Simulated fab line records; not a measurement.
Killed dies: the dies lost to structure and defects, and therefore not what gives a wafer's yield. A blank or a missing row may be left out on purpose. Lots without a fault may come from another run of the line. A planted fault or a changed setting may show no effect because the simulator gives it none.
Matching of chambers :: flow nand-harc :: 3 sister chambers for NHARC_A_SLIT_DEP_23 on pecvd-04
The step deposits SiON, target thk 100 nm. 14 wafers are shown with their chamber, then 7 later ones without.

EACH WAFER AND ITS CHAMBER
wafer: L080.4
chamber: 0
heater-power-w (W): 729
susceptor-temp-C (C): 399.87

wafer: L080.5
chamber: 2
heater-power-w (W): 634
susceptor-temp-C (C): 399.91

wafer: L080.6
chamber: 1
heater-power-w (W): 714
susceptor-temp-C (C): 400.01

wafer: L087.4
chamber: 1
heater-power-w (W): 682
susceptor-temp-C (C): 400.06

wafer: L087.5
chamber: 0
heater-power-w (W): 715
susceptor-temp-C (C): 400.10

wafer: L087.6
chamber: 2
heater-power-w (W): 660
susceptor-temp-C (C): 400.49

wafer: L088.2
chamber: 1
heater-power-w (W): 803
susceptor-temp-C (C): 399.75

wafer: L088.4
chamber: 0
heater-power-w (W): 712
susceptor-temp-C (C): 399.66

wafer: L088.5
chamber: 1
heater-power-w (W): 814
susceptor-temp-C (C): 400.01

wafer: L091.4
chamber: 2
heater-power-w (W): 642
susceptor-temp-C (C): 399.84

wafer: L091.5
chamber: 2
heater-power-w (W): 644
susceptor-temp-C (C): 400.00

wafer: L091.6
chamber: 1
heater-power-w (W): 751
susceptor-temp-C (C): 399.61

wafer: L092.3
chamber: 1
heater-power-w (W): 644
susceptor-temp-C (C): 399.84

wafer: L092.4
chamber: 2
heater-power-w (W): 618
susceptor-temp-C (C): 400.46

SIGNATURES, as means of the wafers listed above
reading: heater-power-w
chamber 0: 718.67
chamber 1: 734.67
chamber 2: 639.60
scatter within a chamber: 46.5

reading: susceptor-temp-C
chamber 0: 399.8767
chamber 1: 399.8800
chamber 2: 400.1400
scatter within a chamber: 0.242
Rule: for a wafer and a chamber, the distance is found by dividing, reading by reading, the gap between the wafer's reading and the chamber's mean by the reading's scatter, squaring, summing and taking the root. The wafer belongs to the nearest chamber; if the next one is less than 2 further off, it can't be placed. The scatter: take each reading less its chamber's mean, square it, sum over the shown wafers, divide by the number of wafers less the number of chambers, and take the root.

WAFERS WHOSE CHAMBER IS MISSING
wafer: L092.6
heater-power-w (W): 619
susceptor-temp-C (C): 400.08

wafer: L093.1
heater-power-w (W): 740
susceptor-temp-C (C): 400.23

wafer: L093.3
heater-power-w (W): 753
susceptor-temp-C (C): 400.09

wafer: L093.4
heater-power-w (W): 606
susceptor-temp-C (C): 400.09

wafer: L094.4
heater-power-w (W): 690
susceptor-temp-C (C): 400.39

wafer: L094.5
heater-power-w (W): 697
susceptor-temp-C (C): 399.83

wafer: L094.6
heater-power-w (W): 791
susceptor-temp-C (C): 400.22

EACH ONE'S CHAMBER
wafer: L092.6
from the rows above: can't be placed: 2 or 0
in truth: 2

wafer: L093.1
from the rows above: can't be placed: 1 or 0 or 2
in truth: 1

wafer: L093.3
from the rows above: can't be placed: 1 or 0 or 2
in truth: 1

wafer: L093.4
from the rows above: can't be placed: 2 or 0
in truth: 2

wafer: L094.4
from the rows above: can't be placed: 2 or 0 or 1
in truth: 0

wafer: L094.5
from the rows above: can't be placed: 0 or 1 or 2
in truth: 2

wafer: L094.6
from the rows above: can't be placed: 1 or 0 or 2
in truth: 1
0 of 7 placed correctly. Not placeable from these rows: 7 (in 7, the candidates include the true chamber). Number placed wrongly: 0.
